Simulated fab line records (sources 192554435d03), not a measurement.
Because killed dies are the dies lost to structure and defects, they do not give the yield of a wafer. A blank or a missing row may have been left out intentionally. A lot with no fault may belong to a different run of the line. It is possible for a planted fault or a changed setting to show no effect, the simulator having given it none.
Matching of chambers -- flow n5-finfet -- rie-diel-05 running N5_BEOL_M5_VIA_ETCH_34: 4 sister chambers
The step etches SiCOH lowk in C4F6/O2, target depth 88.3 nm, time 39.2 s. 18 wafers are shown with their chamber, then 9 later ones without.

EACH WAFER AND ITS CHAMBER
wafer,chamber,rf-vpp-V (V),drypump-motor-current-A (A),showerhead-plenum-p-Torr (Torr)
L075.2,0,706,5.5,2.81
L075.5,0,707,5.6,2.81
L075.6,1,658,5.5,2.71
L074.2,2,628,5.7,2.79
L074.4,3,676,6.1,2.90
L074.6,2,627,5.7,2.79
L076.3,1,659,5.5,2.71
L076.4,3,677,6.1,2.90
L076.5,2,625,5.7,2.79
L082.3,3,679,6.1,2.90
L082.5,1,656,5.5,2.71
L082.6,0,705,5.6,2.80
L084.1,2,626,5.7,2.78
L084.3,1,657,5.5,2.70
L084.4,3,676,6.1,2.89
L088.2,1,656,5.5,2.70
L088.4,0,707,5.5,2.80
L088.6,1,657,5.5,2.70

SIGNATURES, as means of the wafers listed above
reading,chamber 0,chamber 1,chamber 2,chamber 3,scatter within a chamber
rf-vpp-V,706.25,657.17,626.50,677.00,1.21
drypump-motor-current-A,5.550,5.500,5.700,6.100,0.0267
showerhead-plenum-p-Torr,2.8050,2.7050,2.7875,2.8975,0.00535
Rule: for each reading, subtract the chamber's mean from the wafer's reading, divide by that reading's scatter and square the result; add these up over the readings and take the root, which gives the wafer's distance from the chamber. If the next closest chamber is less than 2 further off than the closest, the wafer can't be placed; otherwise it belongs to the closest. How the scatter is found: for the shown wafers, subtract from each reading the mean of its chamber, square and add these, divide the total by (wafers less chambers), then take the root.

WAFERS WHOSE CHAMBER IS MISSING
wafer,rf-vpp-V (V),drypump-motor-current-A (A),showerhead-plenum-p-Torr (Torr)
L091.3,678,6.1,2.89
L091.4,658,5.5,2.70
L091.6,706,5.5,2.80
L093.4,627,5.7,2.77
L093.5,656,5.5,2.70
L093.6,705,5.5,2.80
L096.2,676,6.1,2.89
L096.4,704,5.5,2.79
L096.5,626,5.7,2.77

WHICH CHAMBER EACH ONE RAN IN
wafer,from the rows above,in truth
L091.3,3,3
L091.4,1,1
L091.6,0,0
L093.4,2,2
L093.5,1,1
L093.6,0,0
L096.2,3,3
L096.4,0,0
L096.5,2,2
Placed correctly: 9 of 9. Number that these rows cannot place: 0. 0 placed wrongly.
